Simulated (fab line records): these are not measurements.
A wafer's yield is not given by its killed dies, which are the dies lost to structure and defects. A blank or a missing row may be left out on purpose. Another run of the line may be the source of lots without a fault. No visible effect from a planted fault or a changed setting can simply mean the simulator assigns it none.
A struck lot beside a sound one + flow nandHarc + 13 steps out of a route of 1302
Sound: the wafers L521.2, L521.4, L521.5. The struck wafers were L522.2, L522.5. At the end, the cause is stated.
For every step that has rows: the tool of each side, followed by ch and its chambers, followed by its first start. Under that, the readings that differ: sound wafers + struck wafers + difference of the means + sigmas: that difference in standard deviations of wafers without a fault.
alike: readings whose means differ by less than 2 such deviations, and words and numbers that are the same on both sides. not compared: withheld readings, readings that some wafer has no value for, bounds like >300 that may hide the same value, and numbers for which the record gives no deviation and whose values overlap.
A row with sigmas, a row that says differs or no value, or rows on one side alone: a step with any of these is where the two part. Non-overlapping numbers with no deviation appear without sigmas and do not part them. A reading that every wafer of one side lacks parts them only if that side has two wafers or more.

NHARC_A_ZERO_WELL_INSPECT_17:
  struck on defectInspect-02, day 13 22:24; sound on defectInspect-01, day 13 16:46
| reading        | sound   | struck | difference | sigmas |
|----------------|---------|--------|------------|--------|
| rawDefectCount | 9 19 20 | 7 5    | -10        | -2     |
then, 3 steps without rows for these wafers: NHARC_A_SOURCE_PLATE_PRECLEAN_00 (cleans in HF-LAST, time 60 s); NHARC_A_SOURCE_PLATE_SRD_01; NHARC_A_SOURCE_PLATE_OXIDE_02 (material SiO2, target thk 10 nm, ox time 1362 s).
NHARC_A_SOURCE_PLATE_THK_MEAS_09: measures by ellipsometry.
  struck on filmMetro-01, day 14 07:02; sound on filmMetro-01, day 14 02:34
  alike: thkNm
then, 3 steps without rows for these wafers: NHARC_A_SOURCE_PLATE_PVD_04 (deposits WSi2, target thk 50 nm); NHARC_A_SOURCE_PLATE_CVD_03 (deposits poly-Si, target thk 200 nm, time 4000 s); NHARC_A_SOURCE_PLATE_ANNEAL_05 (time 1800 s).
NHARC_A_SOURCE_PLATE_THK_MEAS_06: measures by ellipsometry.
  struck on filmMetro-02, day 14 19:57; sound on filmMetro-01, day 14 16:23
  alike: thkNm
NHARC_A_SOURCE_PLATE_INSPECT_08:
  struck on defectInspect-02, day 14 20:02; sound on defectInspect-02, day 14 16:29
  alike: rawDefectCount
NHARC_A_ONON_D1_DEP_00: target thk 1000 nm.
  sound on pecvdOnon-02 ch 0, day 14 16:37; struck on pecvdOnon-03 ch 0, day 14 20:10
  alike: susceptorTempC
NHARC_A_ONON_D1_THK_MEAS_02: measures by ellipsometry.
  struck on filmMetro-02, day 14 20:37; sound on filmMetro-01, day 14 17:04
| reading    | sound       | struck    | difference | sigmas |
|------------|-------------|-----------|------------|--------|
| thkNm (nm) | 999 997 998 | 1516 1513 | +516       | +57    |
then, 1 step without rows for these wafers: NHARC_A_ONON_D1_DEP_03 (target thk 1000 nm).

== WHERE THEY PART ==
At NHARC_A_ZERO_WELL_INSPECT_17 first; at NHARC_A_ONON_D1_THK_MEAS_02 last (within this record only).

WHY: what had been put in by the simulator
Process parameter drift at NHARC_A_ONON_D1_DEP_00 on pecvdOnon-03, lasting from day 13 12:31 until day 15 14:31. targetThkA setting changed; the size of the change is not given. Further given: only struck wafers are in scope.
